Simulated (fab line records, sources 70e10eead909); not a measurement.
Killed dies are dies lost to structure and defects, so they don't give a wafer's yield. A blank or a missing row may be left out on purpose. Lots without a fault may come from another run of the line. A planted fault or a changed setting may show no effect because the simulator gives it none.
Which tool did it? | flow nand_harc | 13 lots, 39 wafers sampled, at 5 steps of a route of 1302

WHAT THE GAUGES READ, wafer by wafer
NHARC_A_CHANNEL_HOLE_D2_CD_MEAS_31. Usual: cd_nm 89.3 nm, standard deviation 1.6.
lot  | measured     | on        | cd_nm (nm)     | flag
L602 | day 13 07:57 | cd_sem-03 | 88.0 90.7 91.4 |
L603 | day 14 08:29 | cd_sem-03 | 89.4 89.0 90.4 |
L605 | day 14 12:36 | cd_sem-01 | 88.5 91.4 90.0 |
L606 | day 15 01:32 | cd_sem-02 | 88.9 91.1 87.0 |
L608 | day 15 20:58 | cd_sem-03 | 90.5 90.0 90.3 |
L610 | day 16 18:23 | cd_sem-01 | 90.9 92.7 89.7 |
L611 | day 17 11:08 | cd_sem-02 | 90.3 86.5 89.7 |
L613 | day 18 06:24 | cd_sem-01 | 92.4 88.6 88.2 |
L620 | day 21 00:55 | cd_sem-02 | 89.6 88.6 91.6 |
L621 | day 21 04:31 | cd_sem-03 | 89.4 86.7 90.8 |
L622 | day 21 10:21 | cd_sem-02 | 87.6 87.2 86.5 |
L624 | day 22 11:09 | cd_sem-03 | 89.4 88.3 89.1 |
L625 | day 22 17:06 | cd_sem-03 | 89.8 92.6 92.7 |

NHARC_END_SORT_01. Usual: killed_at_array 56, standard deviation 19; killed_at_other 0.6, standard deviation 1; killed_at_periphery 3.9, standard deviation 2.7; killed_dies 61, standard deviation 19; killed_open 3.3, standard deviation 1.9; killed_short 2.4, standard deviation 1.7.
lot  | measured     | on        | killed_at_array | killed_at_other | killed_at_periphery | killed_dies | killed_open | killed_short | flag
L602 | day 24 14:05 | prober-01 | 59 46 46        | 0 1 1           | 9 4 13              | 68 51 60    | 4 1 6       | 2 1 3        |
L603 | day 25 09:58 | prober-01 | 26 29 26        | 0 1 1           | 2 2 5               | 28 32 32    | 4 1 2       | 0 3 0        |
L605 | day 25 12:58 | prober-02 | 68 75 59        | 0 0 0           | 2 1 1               | 70 76 60    | 4 3 2       | 2 4 1        |
L606 | day 25 17:46 | prober-01 | 52 39 49        | 0 0 1           | 3 0 1               | 55 39 51    | 1 0 3       | 4 1 5        |
L608 | day 27 21:47 | prober-02 | 51 62 64        | 0 0 0           | 1 2 0               | 52 64 64    | 2 4 2       | 4 3 4        |
L610 | day 27 15:38 | prober-02 | 26 27 35        | 0 0 0           | 8 6 2               | 34 33 37    | 2 2 5       | 3 0 4        |
L611 | day 28 06:38 | prober-01 | 33 25 32        | 0 0 3           | 2 2 2               | 35 27 37    | 4 3 4       | 3 1 1        |
L613 | day 29 12:00 | prober-01 | 38 36 41        | 0 0 0           | 4 4 3               | 42 40 44    | 2 6 5       | 0 3 2        |
L620 | day 31 23:44 | prober-01 | 566 553 557     | 1 1 0           | 8 4 5               | 575 558 562 | 5 2 5       | 3 3 0        | OFF
L621 | day 31 22:58 | prober-02 | 587 549 575     | 0 0 0           | 1 4 5               | 588 553 580 | 7 4 1       | 2 1 5        | OFF
L622 | day 32 21:01 | prober-02 | 594 554 548     | 0 0 0           | 1 3 4               | 595 557 552 | 4 6 2       | 1 2 4        | OFF
L624 | day 33 03:29 | prober-01 | 53 37 50        | 0 2 0           | 13 5 3              | 66 44 53    | 2 3 5       | 6 0 2        |
L625 | day 33 04:50 | prober-02 | 69 75 79        | 0 0 0           | 6 0 9               | 75 75 88    | 2 2 3       | 7 6 1        |

WHICH TOOL RAN EACH LOT (tool, then ch and the chambers of the sampled wafers, then the start)
lot  | NHARC_A_CHANNEL_FILL_D2_ALD_03                 | NHARC_A_STAIRCASE_DEP_156       | NHARC_A_STAIRCASE_STRIP_171
L602 | ald_sin_batch-01 ch 0, day 15 10:23 or earlier | pecvd-02 ch 0,1,2, day 15 10:23 | plasma_asher-02 ch 0,1, day 15 11:42
L603 | ald_sin_batch-02 ch 0, day 16 10:46 or earlier | pecvd-04 ch 1,2, day 16 10:46   | plasma_asher-01 ch 0,1, day 16 12:05
L605 | ald_sin_batch-01 ch 0, day 16 16:46 or earlier | pecvd-04 ch 1,2, day 16 16:46   | plasma_asher-02 ch 0,1, day 16 18:08
L606 | ald_sin_batch-01 ch 0, day 17 04:25 or earlier | pecvd-03 ch 0,1,2, day 17 04:25 | plasma_asher-02 ch 0,1, day 17 05:43
L608 | ald_sin_batch-01 ch 0, day 18 00:54 or earlier | pecvd-04 ch 1,2, day 18 00:54   | plasma_asher-01 ch 0,1, day 18 02:09
L610 | ald_sin_batch-01 ch 0, day 18 22:41 or earlier | pecvd-03 ch 0,1, day 18 22:41   | plasma_asher-01 ch 0,1, day 19 00:06
L611 | ald_sin_batch-02 ch 0, day 19 11:35 or earlier | pecvd-03 ch 0,1, day 19 11:35   | plasma_asher-02 ch 0,1, day 19 12:55
L613 | ald_sin_batch-03 ch 0, day 20 10:49 or earlier | pecvd-03 ch 0,2, day 20 10:49   | plasma_asher-01 ch 0,1, day 20 12:22
L620 | ald_sin_batch-03 ch 0, day 23 04:15 or earlier | pecvd-04 ch 0,1,2, day 23 04:15 | plasma_asher-02 ch 0, day 23 05:43
L621 | ald_sin_batch-02 ch 0, day 23 04:13 or earlier | pecvd-02 ch 0,2, day 23 04:13   | plasma_asher-01 ch 0,1, day 23 05:31
L622 | ald_sin_batch-01 ch 0, day 23 13:13 or earlier | pecvd-02 ch 0,1,2, day 23 13:13 | plasma_asher-01 ch 0,1, day 23 14:34
L624 | ald_sin_batch-02 ch 0, day 24 12:33 or earlier | pecvd-03 ch 0,2, day 24 12:33   | plasma_asher-01 ch 0,1, day 24 13:52
L625 | ald_sin_batch-02 ch 0, day 24 17:49 or earlier | pecvd-03 ch 0,1, day 24 17:49   | plasma_asher-02 ch 0, day 24 19:43
- NHARC_A_CHANNEL_FILL_D2_ALD_03: deposits SiNx, target thk 6 nm, pulse time 60 s, ald cycles 58.
- NHARC_A_STAIRCASE_DEP_156: deposits SiNx, target thk 50 nm.
- NHARC_A_STAIRCASE_STRIP_171: strips in O2.

WHAT THE TOOLS THEMSELVES READ (means of the sampled wafers that have a number; where no wafer has one, the mark that the record gives instead)
NHARC_A_CHANNEL_FILL_D2_ALD_03. Usual: precursor_pulse_height_rel 0.999, standard deviation 0.017.
lot  | tool             | precursor_pulse_height_rel | flag
L602 | ald_sin_batch-01 | 1.022                      |
L603 | ald_sin_batch-02 | 0.992                      |
L605 | ald_sin_batch-01 | 0.983                      |
L606 | ald_sin_batch-01 | 0.994                      |
L608 | ald_sin_batch-01 | 1.010                      |
L610 | ald_sin_batch-01 | 0.993                      |
L611 | ald_sin_batch-02 | 1.008                      |
L613 | ald_sin_batch-03 | 0.989                      |
L620 | ald_sin_batch-03 | 1.000                      |
L621 | ald_sin_batch-02 | 1.003                      |
L622 | ald_sin_batch-01 | 1.009                      |
L624 | ald_sin_batch-02 | 0.999                      |
L625 | ald_sin_batch-02 | 1.003                      |

NHARC_A_STAIRCASE_DEP_156. Usual: heater_power_outer_w 446 W, standard deviation 51; heater_power_w 755 W, standard deviation 78.
lot  | tool     | heater_power_outer_w (W) | heater_power_w (W) | flag
L602 | pecvd-02 | 471                      | 730                |
L603 | pecvd-04 | 439                      | 717                |
L605 | pecvd-04 | 390                      | 653                |
L606 | pecvd-03 | 412                      | 724                |
L608 | pecvd-04 | 419                      | 694                |
L610 | pecvd-03 | 425                      | 741                |
L611 | pecvd-03 | 426                      | 735                |
L613 | pecvd-03 | 453                      | 802                |
L620 | pecvd-04 | -                        | -                  | OFF
L621 | pecvd-02 | -                        | -                  | OFF
L622 | pecvd-02 | -                        | -                  | OFF
L624 | pecvd-03 | 461                      | 781                |
L625 | pecvd-03 | 418                      | 736                |

NHARC_A_STAIRCASE_STRIP_171. Usual: drypump_motor_current_A 5.15 A, standard deviation 0.25; heater_power_w 347 W, standard deviation 36; rf_refl_power_W 20 W, standard deviation 5.3; temp_c 250.02 C, standard deviation 0.15.
lot  | tool            | drypump_motor_current_A (A) | heater_power_w (W) | rf_refl_power_W (W) | temp_c (C) | flag
L602 | plasma_asher-02 | 5.09                        | 324                | -                   | 250.20     | OFF
L603 | plasma_asher-01 | 5.22                        | 352                | -                   | 250.11     | OFF
L605 | plasma_asher-02 | 5.09                        | 322                | -                   | 249.96     | OFF
L606 | plasma_asher-02 | 5.09                        | 322                | -                   | 249.95     | OFF
L608 | plasma_asher-01 | 5.38                        | 380                | 19                  | 250.10     |
L610 | plasma_asher-01 | 5.21                        | 351                | -                   | 249.91     | OFF
L611 | plasma_asher-02 | 5.09                        | 326                | 21                  | 250.04     |
L613 | plasma_asher-01 | 5.20                        | 354                | 16                  | 250.10     |
L620 | plasma_asher-02 | 5.20                        | 323                | 18                  | 249.90     |
L621 | plasma_asher-01 | 5.41                        | 384                | -                   | 250.01     | OFF
L622 | plasma_asher-01 | 5.18                        | 351                | 15                  | 250.01     |
L624 | plasma_asher-01 | 5.22                        | 353                | 16                  | 250.09     |
L625 | plasma_asher-02 | 5.19                        | 314                | 17                  | 250.00     |

THE ANSWER, worked out from the rows above alone
Rule: a lot is off if the mean of its wafers that have a number lies more than 3 standard deviations from the usual mean. A lot without any number at a reading at which 4 lots or more have one is off too. The other lots that the step has rows for count as sound. The gauges are gone through in route order, then the tools' own readings, and for those a lot's mean is taken as printed above. The first step at which some lot is off is used, and at that step the reading that is off furthest; a lot without a number counts as furthest.
Off: L620, L621, L622, at NHARC_END_SORT_01 (killed_at_array).
A tool fits if, at a process step before that reading, it ran every lot that is off, and no sound lot after the first of them. The gauges at NHARC_END_SORT_01 aren't tried: what is off there is off at NHARC_A_STAIRCASE_DEP_156 too, on other tools, and a gauge's error can't cause that. NHARC_A_CHANNEL_FILL_D2_ALD_03 gives no start for some lots, so the hours and the order of its lots are those of NHARC_A_STAIRCASE_DEP_156. None of those tried fits.

WHAT THE SIMULATOR HAD PUT IN
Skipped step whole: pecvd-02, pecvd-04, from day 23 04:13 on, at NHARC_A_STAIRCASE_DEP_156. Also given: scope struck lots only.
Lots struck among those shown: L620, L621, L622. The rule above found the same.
